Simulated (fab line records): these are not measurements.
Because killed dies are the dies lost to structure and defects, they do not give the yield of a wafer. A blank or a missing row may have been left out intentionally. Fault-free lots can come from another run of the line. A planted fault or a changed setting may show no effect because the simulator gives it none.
Matching of chambers	flow n5_finfet	pecvd-01 running N5_FIN_SAQP_HM_DEP_72: 3 sister chambers
The step deposits SiO2 from SiH4/N2O, target thk 12 nm, time 7.2 s. 20 wafers are shown with their chamber, then 10 later ones without.

WAFERS, EACH WITH ITS CHAMBER
wafer	chamber	showerhead_plenum_p_Torr (Torr)	heater_power_w (W)	heater_power_outer_w (W)
L075.1	0	8.04	871	523
L075.2	1	8.19	922	557
L075.3	2	8.09	617	359
L082.3	2	8.08	658	398
L082.4	0	8.03	822	488
L082.5	1	8.20	811	465
L083.3	1	8.19	890	522
L083.5	2	8.08	686	428
L083.6	1	8.21	885	532
L084.2	0	8.03	839	503
L084.5	1	8.19	805	469
L084.6	0	8.02	848	514
L085.3	1	8.16	816	503
L085.4	1	8.18	807	491
L085.6	2	8.09	666	409
L086.1	0	8.04	748	443
L086.3	1	8.19	918	542
L086.5	0	8.01	756	447
L087.2	1	8.20	782	464
L087.4	1	8.20	769	455

SIGNATURES, as means of the wafers listed above
reading	chamber 0	chamber 1	chamber 2	scatter within a chamber
showerhead_plenum_p_Torr	8.0283	8.1910	8.0850	0.0121
heater_power_w	814.00	840.50	656.75	51.3
heater_power_outer_w	486.33	500.00	398.50	34.7
Rule: for a wafer and a chamber, the distance is found by dividing, reading by reading, the gap between the wafer's reading and the chamber's mean by the reading's scatter, squaring, summing and taking the root. The wafer belongs to the nearest chamber; if the next one is less than 2 further off, it can't be placed. The scatter is the square root of a quotient: the sum, over the shown wafers, of each reading's squared deviation from its chamber's mean, divided by wafers minus chambers.

WAFERS MISSING THEIR CHAMBER
wafer	showerhead_plenum_p_Torr (Torr)	heater_power_w (W)	heater_power_outer_w (W)
L087.5	8.09	700	444
L093.2	8.08	648	394
L093.3	8.20	938	553
L093.4	8.19	929	574
L095.2	8.03	780	455
L095.4	8.19	920	553
L095.6	8.05	764	445
L097.1	8.09	690	422
L097.3	8.20	926	561
L097.5	8.03	769	440

WHICH CHAMBER EACH ONE RAN IN
wafer	from the rows above	in truth
L087.5	2	2
L093.2	2	2
L093.3	1	1
L093.4	1	1
L095.2	0	0
L095.4	1	1
L095.6	can't be placed: 0 or 2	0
L097.1	2	2
L097.3	1	1
L097.5	0	0
Placed correctly: 9 of 10. Not placeable from these rows: 1 (in 1, the candidates include the true chamber). 0 placed wrongly.
